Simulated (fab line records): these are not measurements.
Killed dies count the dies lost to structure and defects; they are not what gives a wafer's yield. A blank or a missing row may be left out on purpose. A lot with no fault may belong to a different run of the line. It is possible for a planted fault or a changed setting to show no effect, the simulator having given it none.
Chamber matching | flow n5_finfet | N5_BEOL_M8_CURE_75 on uv_cure-01: 3 sister chambers
The step cures SiCOH lowk, time 120 s. 22 wafers are shown with their chamber, then 11 later ones without.

WAFERS, EACH WITH ITS CHAMBER
wafer  | chamber | wafer_temp_C_max | lamp_power_pct (%)
L076.3 | 1       | 372.8            | 52.36
L076.5 | 1       | 373.3            | 52.21
L076.6 | 1       | 373.2            | 52.34
L078.1 | 0       | 373.4            | 52.31
L078.3 | 0       | 373.0            | 52.46
L078.4 | 0       | 373.5            | 52.32
L078.2 | 0       | 371.7            | 52.26
L078.5 | 0       | 372.6            | 52.23
L078.6 | 0       | 373.9            | 52.21
L082.1 | 2       | 371.7            | 52.26
L082.2 | 2       | 371.9            | 52.36
L082.3 | 2       | 372.2            | 52.38
L082.4 | 2       | 372.4            | 52.33
L082.5 | 2       | 372.3            | 52.36
L082.6 | 2       | 371.9            | 52.41
L081.3 | 0       | 372.5            | 52.30
L081.5 | 0       | 373.0            | 52.29
L081.6 | 0       | 372.6            | 52.35
L083.4 | 0       | 372.5            | 52.30
L083.5 | 0       | 372.3            | 52.33
L083.6 | 0       | 372.5            | 52.25
L089.4 | 0       | 371.8            | 52.39

SIGNATURES (averages over the wafers above)
reading          | chamber 0 | chamber 1 | chamber 2 | scatter within a chamber
wafer_temp_C_max | 372.715   | 373.100   | 372.067   | 0.532
lamp_power_pct   | 52.3077   | 52.3033   | 52.3500   | 0.0651
Rule: a wafer's distance from a chamber is the root of the sum, over the readings, of the square of ((its reading less the chamber's mean) divided by the reading's scatter). The wafer belongs to the nearest chamber; if the next one is less than 2 further off, it can't be placed. The scatter is the square root of a quotient: the sum, over the shown wafers, of each reading's squared deviation from its chamber's mean, divided by wafers minus chambers.

WAFERS WHOSE CHAMBER IS MISSING
wafer  | wafer_temp_C_max | lamp_power_pct (%)
L089.5 | 372.1            | 52.30
L089.6 | 372.4            | 52.33
L090.1 | 372.8            | 52.23
L090.3 | 373.3            | 52.32
L090.5 | 372.1            | 52.31
L090.2 | 373.9            | 52.40
L090.4 | 373.0            | 52.27
L090.6 | 372.7            | 52.32
L094.1 | 372.5            | 52.30
L094.5 | 372.4            | 52.37
L094.6 | 373.3            | 52.45

EACH ONE'S CHAMBER
wafer  | from the rows above          | in truth
L089.5 | can't be placed: 2 or 0 or 1 | 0
L089.6 | can't be placed: 0 or 2 or 1 | 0
L090.1 | can't be placed: 0 or 1 or 2 | 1
L090.3 | can't be placed: 1 or 0 or 2 | 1
L090.5 | can't be placed: 2 or 0 or 1 | 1
L090.2 | can't be placed: 1 or 0 or 2 | 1
L090.4 | can't be placed: 1 or 0 or 2 | 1
L090.6 | can't be placed: 0 or 1 or 2 | 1
L094.1 | can't be placed: 0 or 2 or 1 | 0
L094.5 | can't be placed: 2 or 0 or 1 | 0
L094.6 | can't be placed: 1 or 0 or 2 | 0
0 of 11 placed correctly. Cannot be placed on the basis of these rows: 11; the candidates contain the true chamber in 11. Placed wrongly: 0.
